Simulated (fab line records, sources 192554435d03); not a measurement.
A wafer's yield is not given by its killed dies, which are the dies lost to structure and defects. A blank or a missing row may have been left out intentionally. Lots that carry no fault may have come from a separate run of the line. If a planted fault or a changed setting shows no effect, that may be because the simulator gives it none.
Split-lot experiment | flow n5 finfet | 7 lots, 21 wafers read, on a route of 1938 steps

## THE SPLIT ITSELF
At N5_WELL_APT_COAT_02 (resist thk 950 nm), the setting spin rpm was moved away from the recipe's 1357 rpm on 8 of the 21 wafers read, by -5.2% to +10.7%. This setting was run at the recipe's value on the other wafers.

The reading is taken at the split's own step.

## THE READING
coat_of_WELL_APT_COAT_02.thk nm (the simulator's own value, which no gauge read), in nm, at N5_WELL_APT_COAT_02 (resist thk 950 nm). No usual value for it is given in the file. Across the 13 wafers here that went through the recipe, the average is 952.1 nm and the standard deviation 2.5 nm.

wafer  | tool, chamber at the split | spin rpm as run, rpm | against the recipe | coat_of_WELL_APT_COAT_02.thk nm, nm | against lot-mates on the recipe
L076.1 | litho track-04, 0          | 1286                 | -5.2%              | 974.6                               | +21.1
L076.3 | litho track-04, 0          | 1357                 | recipe             | 953.1                               | -
L076.6 | litho track-04, 0          | 1357                 | recipe             | 954                                 | -
L078.2 | litho track-02, 0          | 1357                 | recipe             | 948.8                               | -
L078.6 | litho track-02, 0          | 1357                 | recipe             | 948.8                               | -
L078.3 | litho track-02, 0          | 1357                 | recipe             | 949.3                               | -
L080.1 | litho track-02, 0          | 1357                 | recipe             | 952.1                               | -
L080.5 | litho track-02, 0          | 1299                 | -4.3%              | 970.9                               | +18.8
L080.6 | litho track-02, 0          | 1299                 | -4.3%              | 973.8                               | +21.7
L085.1 | litho track-04, 0          | 1357                 | recipe             | 955.6                               | -
L085.2 | litho track-04, 0          | 1357                 | recipe             | 956.3                               | -
L085.4 | litho track-04, 0          | 1427                 | +5.2%              | 931.9                               | -24.1
L086.1 | litho track-04, 0          | 1357                 | recipe             | 954                                 | -
L086.4 | litho track-04, 0          | 1291                 | -4.9%              | 980.2                               | +26.2
L086.6 | litho track-04, 0          | 1291                 | -4.9%              | 981                                 | +27.0
L093.2 | litho track-02, 0          | 1357                 | recipe             | 949.7                               | -
L093.5 | litho track-02, 0          | 1502                 | +10.7%             | 902.8                               | -46.9
L093.6 | litho track-02, 0          | 1502                 | +10.7%             | 902.2                               | -47.5
L094.1 | litho track-03, 0          | 1357                 | recipe             | 953.8                               | -
L094.4 | litho track-03, 0          | 1357                 | recipe             | 950.9                               | -
L094.6 | litho track-03, 0          | 1357                 | recipe             | 951.1                               | -

THE FIT
A straight line over all 21 wafers: coat_of_WELL_APT_COAT_02.thk nm changes by -4.74 nm for each +1% of spin rpm; r = -0.99; the points scatter about the line by 2.9 nm.
The same after taking each lot's own level away (the mean of its wafers on the recipe; 21 wafers): -4.58 nm for each +1%; r = -1.00; scatter 1.8 nm.
That fit puts the effect of the largest move of spin rpm on the reading at 49 nm.
Measured against the standard deviation above, the lots' own levels, which go from 948.97 to 955.95 nm, span 2.8 times it.
Consequently the slope shifts little with the lot-to-lot level, the two slopes agreeing.
Check: with one of the wafers moved furthest among these (+10.7%) left out of the fit, the line predicts -49.3 nm for it against its lot-mates. Against them it came out at -46.9 nm.

## THE FILE'S OWN FIT
coat_of_WELL_APT_COAT_02.thk nm changes by -4.54 nm for each +1% of spin rpm, r = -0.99.
